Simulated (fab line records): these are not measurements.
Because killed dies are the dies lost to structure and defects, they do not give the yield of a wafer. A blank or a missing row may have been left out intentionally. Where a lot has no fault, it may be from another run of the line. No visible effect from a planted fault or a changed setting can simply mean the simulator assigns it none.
fab line records | flow nand_harc
[record] lots = 6 | wafers = 18 | last_day = 23
route steps=1159 shown A_STAIRCASE@640 END@1159
lots that met no fault: from a run of the same line without faults
start_h: hours from the record's opening day to when the first of the lot's shown wafers began | wait_h: hours since the lot's step before | " as in the row above | L1.1+2: several wafers, shown together as one row | - value missing, or start not given | * or withheld: withheld | < > ~ a bound
route shown NAME@n: a module of which the file shows steps, and the number in the route of the first | usual: mean and standard deviation over wafers with no fault | same: alike in all rows | chamber/n: place in a boat | sites: the reading at each site | _std_site: the standard deviation of these | _edge_site: inner sites' mean taken away from outer sites' mean | radius_mm: how far each site lies from the wafer's centre | mask NAME#n: copy n | behind: the tool/chamber that last shaped the wafer | hold: why the lot went on hold/how many hours it stayed there/how the hold came to an end | device: the n, p or np transistor that did not switch | end of line: the same wafers' tests at the end of the route | step lacking rows: just its recipe | killed: dies that structure and defects cost at the first sort, which is not the same as the wafer's yield | map: a wafer's dies, x killed, . not, _ none there
set.NAME: the run value of the setting; set.NAME@STEP: its run value at that earlier step | model.NAME: the simulator's own value behind a step, which no gauge read
lots seen at some steps along the route; tables by step, rows by wafer
services: when a tool's chamber went out of use (start_h, in hours from the record's first day, below 0 if earlier), for how many hours, and the reason
[[steps]]
[step NHARC_A_STAIRCASE_EBR_246]
[step NHARC_A_STAIRCASE_EXPOSE_247]
[recipe] na = 0.5 | dose_mj = 25.34 | mask_id = SDS_1
[step NHARC_A_STAIRCASE_PEB_248]
[recipe] peb_temp_c = 115 | peb_time_s = 130
[step NHARC_A_STAIRCASE_DEVELOP_249]
[recipe] time_s = 140
[step NHARC_A_STAIRCASE_HARDBAKE_251]
[recipe] temp_c = 120 | time_s = 140
[step NHARC_A_STAIRCASE_DESCUM_252]
[recipe] time_s = 3 | o2_flow_sccm = 200 | ar_flow_sccm = 0 | bias_power_w = 0 | chemistry = O2
[usual] drypump_motor_current_A = 5.6/0.38 | mfc_ar_sccm = 0.006/0.0082 | oes_product_au = 0.997/0.013 | rf_vpp_V = 57.9/0.8 | showerhead_plenum_p_Torr = 1.95/0.078 | throttle_valve_pct = 11.313/0.01
lot.wafer | tool        | chamber | start_h | wait_h | drypump_motor_current_A | mfc_ar_sccm | oes_product_au | rf_hours_counter_h | rf_vpp_V | showerhead_plenum_p_Torr | throttle_valve_pct
L311.1    | rie_diel-13 | 0       | 238.58  | -      | 5.9                     | 0           | 0.999          | 50                 | 56.5     | 1.77                     | 11.318
L311.3    | "           | 3       | "       | "      | 5.5                     | 0           | 1.006          | 47                 | 56.5     | 1.78                     | 11.304
L311.5    | "           | 0       | "       | "      | 5.9                     | 0           | 1.011          | -                  | 57.5     | 1.77                     | 11.331
L314.1    | rie_diel-13 | 0       | 270.26  | -      | 5.8                     | 0           | 1.001          | 62                 | 56.9     | 1.77                     | 11.296
L314.3    | "           | 1       | "       | "      | 6.1                     | 0           | 1.006          | 62                 | 57.4     | 1.92                     | 11.304
L314.6    | "           | 2       | "       | "      | 5.3                     | 0.007       | 1.000          | -                  | 57.4     | 1.88                     | 11.318
L315.4    | rie_diel-07 | 2       | 275.72  | -      | 6.3                     | 0.024       | 0.981          | 14                 | 59.9     | 2.07                     | 11.321
L315.3    | "           | 3       | "       | "      | 5.8                     | 0.014       | 1.023          | 16                 | 58.7     | 1.95                     | 11.314
L315.2    | "           | 0       | "       | "      | 5.3                     | 0.003       | 0.994          | 16                 | 57.7     | 2.02                     | 11.320
L321.4    | rie_diel-06 | 0       | 302.20  | -      | 5.6                     | 0           | 1.004          | 18                 | 57.4     | 1.95                     | 11.308
L321.1    | "           | 2       | "       | "      | 5.5                     | 0.015       | 1.023          | 16                 | 59.1     | 2.01                     | 11.319
L321.6    | "           | 1       | "       | "      | 5.6                     | 0           | 0.983          | -                  | 57.5     | 1.86                     | 11.305
L324.2    | rie_diel-07 | 3       | 318.63  | -      | 5.8                     | 0.014       | 1.021          | 31                 | 56.8     | 1.95                     | 11.308
L324.3    | "           | 1       | "       | "      | 5.9                     | 0           | 0.992          | 29                 | 59.7     | 1.93                     | 11.313
L324.4    | "           | 2       | "       | "      | 6.3                     | 0.024       | 0.968          | 31                 | 58.4     | 2.07                     | 11.321
L329.1    | rie_diel-06 | 3       | 348.39  | -      | 4.8                     | 0.001       | 0.983          | 35                 | 57.0     | 2.00                     | 11.340
L329.3    | "           | 0       | "       | "      | 5.6                     | 0           | 1.010          | 36                 | 56.3     | 1.95                     | 11.303
L329.5    | "           | 1       | "       | "      | 5.7                     | 0           | 0.986          | -                  | 57.9     | 1.86                     | 11.305
[step NHARC_A_STAIRCASE_ETCH_253]
[recipe] target_depth_a = 500 | time_s = 20.2 | ion_energy_ev = 400 | c4f8_flow_sccm = 20 | o2_flow_sccm = 10 | ar_flow_sccm = withheld | rf_w = 600 | bias_w = 1000 | chemistry = C4F8/O2
[usual] oes_product_au = 0.949/0.022 | rf_vpp_V = 898/5
lot.wafer | tool        | chamber | start_h | wait_h | oes_product_au | rf_hours_counter_h | rf_vpp_V
L311.1    | rie_diel-13 | 0       | 238.67  | 0.1    | 0.922          | 50                 | 886
L311.3    | "           | 1       | "       | "      | 0.923          | 49                 | 897
L311.5    | "           | 0       | "       | "      | 0.928          | -                  | 888
L314.1    | rie_diel-13 | 0       | 270.64  | 0.4    | 0.951          | 63                 | 886
L314.3    | "           | 1       | "       | "      | 0.945          | 62                 | 897
L314.6    | "           | 3       | "       | "      | 0.940          | -                  | 887
L315.4    | rie_diel-07 | 3       | 275.82  | 0.1    | 0.971          | 16                 | 900
L315.3    | "           | 0       | "       | "      | 0.955          | 16                 | 902
L315.2    | "           | 1       | "       | "      | 0.942          | 14                 | 897
L321.1    | rie_diel-06 | 0       | 302.29  | 0.1    | 0.963          | 18                 | 898
L321.4    | "           | 2       | "       | "      | 0.965          | 16                 | 903
L321.6    | "           | 0       | "       | "      | 0.953          | -                  | 898
L324.3    | rie_diel-07 | 3       | 318.72  | 0.1    | 0.933          | 31                 | 899
L324.2    | "           | 0       | "       | "      | 0.920          | 30                 | 904
L324.4    | "           | 1       | "       | "      | 0.914          | 29                 | 897
L329.1    | rie_diel-06 | 2       | 348.46  | 0.1    | 0.965          | 33                 | 903
L329.3    | "           | 1       | "       | "      | 0.944          | 35                 | 893
L329.5    | "           | 3       | "       | "      | 0.972          | -                  | 901
[step NHARC_A_STAIRCASE_STRIP_254]
[recipe] power_w = 1500 | temp_c = 250 | chemistry = O2
[usual] drypump_motor_current_A = 5.7/0.33 | heater_power_w = 351/28 | rf_refl_power_W = 22.4/1.3 | temp_c = 249.99/0.19
lot.wafer | tool            | chamber | start_h | wait_h | drypump_motor_current_A | heater_power_w | rf_hours_counter_h | rf_refl_power_W | temp_c
L311.1    | plasma_asher-02 | 0       | 238.80  | -      | 5.2                     | 327            | 16                 | -               | 250.05
L311.3    | "               | 0       | "       | "      | 5.3                     | 332            | -                  | -               | 250.06
L311.5    | "               | 1       | "       | "      | 5.5                     | 369            | -                  | -               | 249.89
L314.1    | plasma_asher-02 | 0       | 270.77  | -      | 5.3                     | 330            | 25                 | 21.1            | 250.10
L314.3    | "               | 1       | "       | "      | 5.4                     | 371            | -                  | 23.7            | 250.20
L314.6    | "               | 1       | "       | "      | 5.4                     | 366            | -                  | 23.5            | 250.24
L315.2    | plasma_asher-01 | 1       | 275.90  | -      | 6.1                     | 325            | 60                 | 22.8            | 249.72
L315.3    | "               | 1       | "       | "      | 6.1                     | 318            | -                  | 22.8            | 249.71
L315.4    | "               | 0       | "       | "      | 5.9                     | 408            | -                  | 22.1            | 250.10
L321.1    | plasma_asher-01 | 0       | 302.66  | -      | 5.9                     | 384            | 5                  | -               | 250.10
L321.4    | "               | 1       | "       | "      | 6.1                     | 318            | -                  | -               | 250.37
L321.6    | "               | 1       | "       | "      | 6.1                     | 323            | -                  | -               | 250.08
L324.2    | plasma_asher-02 | 1       | 318.81  | -      | 5.5                     | 364            | 43                 | 23.6            | 249.89
L324.3    | "               | 1       | "       | "      | 5.5                     | 374            | -                  | 24.5            | 249.81
L324.4    | "               | 0       | "       | "      | 5.2                     | 328            | -                  | 20.2            | 249.97
L329.1    | plasma_asher-01 | 1       | 348.55  | -      | 6.0                     | 318            | 20                 | 24.4            | 250.37
L329.3    | "               | 0       | "       | "      | 5.9                     | 392            | -                  | 22.2            | 249.56
L329.5    | "               | 0       | "       | "      | 5.9                     | 378            | -                  | 20.6            | 249.77
[step NHARC_A_STAIRCASE_STRIP_255]
[recipe] time_s = 900 | temp_c = 130 | chemistry = SPM
[step NHARC_A_STAIRCASE_PRECLEAN_256]
[recipe] time_s = * | temp_c = 50 | bath_age_min = 0 | chemistry = SC1
[step NHARC_A_STAIRCASE_SRD_257]
[step NHARC_A_STAIRCASE_HM_DEP_456]
[recipe] target_thk_a = 15000 | temp_c = 400 | material = aC
[usual] throttle_valve_pct = 34.998/0.0089
lot.wafer | tool       | chamber | start_h | wait_h | throttle_valve_pct
L311.1    | acl_dep-02 | 0       | 239.56  | -      | 34.987
L311.3    | "          | 0       | "       | "      | 34.996
L311.5    | "          | 0       | "       | "      | 34.999
L314.1    | acl_dep-01 | 0       | 271.58  | -      | 35.003
L314.3    | "          | 0       | "       | "      | 34.983
L314.6    | "          | 0       | "       | "      | 35.009
L315.2    | acl_dep-03 | 0       | 277.02  | -      | 34.993
L315.3    | "          | 0       | "       | "      | 35.000
L315.4    | "          | 0       | "       | "      | 35.003
L321.1    | acl_dep-02 | 0       | 308.61  | -      | 34.989
L321.4    | "          | 0       | "       | "      | 35.002
L321.6    | "          | 0       | "       | "      | 34.990
L321.1    | acl_dep-02 | 0       | 312.63  | 3.7    | 34.995
L321.4    | "          | 0       | "       | "      | 35.012
L321.6    | "          | 0       | "       | "      | 35.014
L324.2    | acl_dep-01 | 0       | 319.93  | -      | 35.004
L324.3    | "          | 0       | "       | "      | 34.999
L324.4    | "          | 0       | "       | "      | 34.995
L324.2    | acl_dep-02 | 0       | 322.86  | 2.6    | 34.998
L324.3    | "          | 0       | "       | "      | 35.003
L324.4    | "          | 0       | "       | "      | 34.993
L329.1    | acl_dep-03 | 0       | 350.12  | -      | 35.011
L329.3    | "          | 0       | "       | "      | 35.020
L329.5    | "          | 0       | "       | "      | 35.000
[step NHARC_A_STAIRCASE_DEP_259]
[recipe] target_thk_a = 300 | target_thk_nm = 30 | temp_c = 400 | pressure_torr = 3.5 | flow_sccm = 200 | rf_w = 350 | material = SiON
[usual] heater_power_w = 713/100
lot.wafer | tool     | chamber | start_h | wait_h | heater_power_w
L311.3    | pecvd-04 | 0       | 241.63  | 1.1    | 689
L311.1    | "        | 2       | "       | "      | 985
L311.5    | "        | 1       | "       | "      | 746
L314.3    | pecvd-02 | 1       | 273.43  | 0.9    | 781
L314.1    | "        | 2       | "       | "      | 676
L314.6    | "        | 0       | "       | "      | 761
L315.3    | pecvd-02 | 0       | 278.56  | 0.9    | 724
L315.2    | "        | 2       | "       | "      | 640
L315.4    | "        | 0       | "       | "      | 715
L321.1    | pecvd-03 | 2       | 314.50  | 1.6    | 503
L321.4    | "        | 0       | "       | "      | 742
L321.6    | "        | 1       | "       | "      | 765
L324.3    | pecvd-02 | 2       | 324.54  | 1.1    | 687
L324.2    | "        | 0       | "       | "      | 733
L324.4    | "        | 1       | "       | "      | 820
L329.3    | pecvd-03 | 2       | 352.01  | 1.0    | 569
L329.1    | "        | 0       | "       | "      | 733
L329.5    | "        | 1       | "       | "      | 724
[step NHARC_END_SORT_01]
[recipe] temp_c = 25
[usual] killed_at_array = 25/7.8 | killed_at_other = 0.6/0.81 | killed_at_periphery = 3.3/2.2 | killed_dies = 29/8.2 | killed_open = 3.5/1.9 | killed_short = 1.8/1.3
[same] gross_dies = 677
lot.wafer | tool      | chamber | start_h | wait_h | killed_at_array | killed_at_other | killed_at_periphery | killed_dies | killed_open | killed_short
L324.2    | prober-01 | 0       | 541.17  | 2.8    | 19              | 1               | 3                   | 23          | 0           | 3
L324.3    | prober-01 | 0       | 541.98  | 3.1    | 24              | 1               | 1                   | 26          | 4           | 4
L324.4    | prober-01 | 0       | 542.78  | 3.4    | 20              | 1               | 4                   | 25          | 4           | 1
L321.4    | prober-01 | 0       | 552.53  | 3.4    | 22              | 0               | 5                   | 27          | 3           | 1
// killed by level:class
L324.2 A_CHANNEL_HOLE_D1:chamber_film_flake=14 A_CHANNEL_FILL_D1:geometric_particle:short=1 A_M0:geometric_particle:short=1 P_ZERO_WELL:chamber_film_flake=1 P_M1:chamber_film_flake=1 P_BONDPAD:chamber_film_flake=1 STARTING-WAFER:geometric_particle:short=1 A_STAIRCASE:chamber_film_flake=1
L324.3 A_CHANNEL_HOLE_D1:chamber_film_flake=16 A_WL_FILL:geometric_particle:short=2 A_CHANNEL_FILL_D1:geometric_particle:open=1 A_CHANNEL_FILL_D1:geometric_particle:short=1 A_CONTACT:geometric_particle:short=1 A_CONTACT:geometric_particle:open=1 A_BLC:geometric_particle:open=1 P_CONTACT:chamber_film_flake=1
L324.4 A_CHANNEL_HOLE_D1:chamber_film_flake=13 P_ZERO_WELL:chamber_film_flake=3 P_M0:geometric_particle:open=1 A_CHANNEL_HOLE_D1:geometric_particle:open=1 A_CHANNEL_FILL_D1:geometric_particle:open=1 A_WL_FILL:geometric_particle:short=1 A_BLC:geometric_particle:open=1 A_STAIRCASE:chamber_film_flake=1
L321.4 A_CHANNEL_HOLE_D1:chamber_film_flake=8 A_SLIT:chamber_film_flake=7 A_CONTACT:chamber_film_flake=3 P_M0:geometric_particle:open=2 P_CONTACT:chamber_film_flake=2 A_WL_FILL:chamber_film_flake=2 A_CHANNEL_HOLE_D1:geometric_particle:short=1 A_CHANNEL_FILL_D1:geometric_particle:open=1
[[services]]
tool            | chamber | start_h | hours | kind
rie_diel-13     | 3       | 218.18  | 5.8   | repair
rie_diel-06     | 0       | 220.29  | -     | clean
rie_diel-06     | 1       | 220.29  | -     | clean
rie_diel-06     | 2       | 220.29  | -     | clean
rie_diel-07     | 3       | 222.34  | 4.9   | repair
acl_dep-03      | -       | 223.13  | 13.0  | pm
rie_diel-06     | 2       | 225.22  | 6.5   | repair
rie_diel-07     | -       | 228.74  | 9.0   | pm
rie_diel-06     | 2       | 239.20  | 17.2  | repair
rie_diel-06     | -       | 241.58  | 9.0   | pm
rie_diel-13     | -       | 276.13  | 9.0   | pm
plasma_asher-01 | -       | 276.40  | 9.0   | pm
rie_diel-13     | 2       | 286.64  | 8.8   | repair
pecvd-03        | -       | 292.00  | 13.0  | pm
acl_dep-01      | -       | 295.94  | 13.0  | pm
rie_diel-06     | 1       | 303.21  | 7.4   | repair
rie_diel-07     | 1       | 304.31  | 1.4   | repair
pecvd-04        | 1       | 311.44  | 4.9   | repair
pecvd-02        | -       | 312.42  | 0.8   | repair
acl_dep-01      | -       | 312.68  | 1.6   | repair
rie_diel-06     | -       | 323.32  | 2.1   | repair
pecvd-02        | -       | 335.20  | 13.0  | pm
rie_diel-06     | 0       | 338.06  | 2.3   | repair
acl_dep-02      | -       | 350.86  | 13.0  | pm
[[key]]
[first_sign] step = NHARC_A_STAIRCASE_HM_DEP_456 | reading = visit | direction = added
effect none on later readings
met_at NHARC_A_STAIRCASE_HM_DEP_456
struck_wafers L321.1,L321.4,L321.6,L324.2,L324.3,L324.4
rows_end L321.1,L321.6
tester_left_out L321,L324
[fault] kind = repeated_step_whole | tool = acl_dep-01,acl_dep-02,acl_dep-03 | chamber = - | onset_h = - | steps = NHARC_A_STAIRCASE_HM_DEP_456 | times = 1 | scope = struck_lots_only
// tester_left_out: of these lots the tester's yield and bins aren't shown, on N5 and GAA mostly nor the transistor test; their killed dies are dies lost to structure and defects alone, not to doping, threshold or leakage, so they don't give the yield
// rows_end: these wafers met a further fault down the route, and their rows from its step on are left out
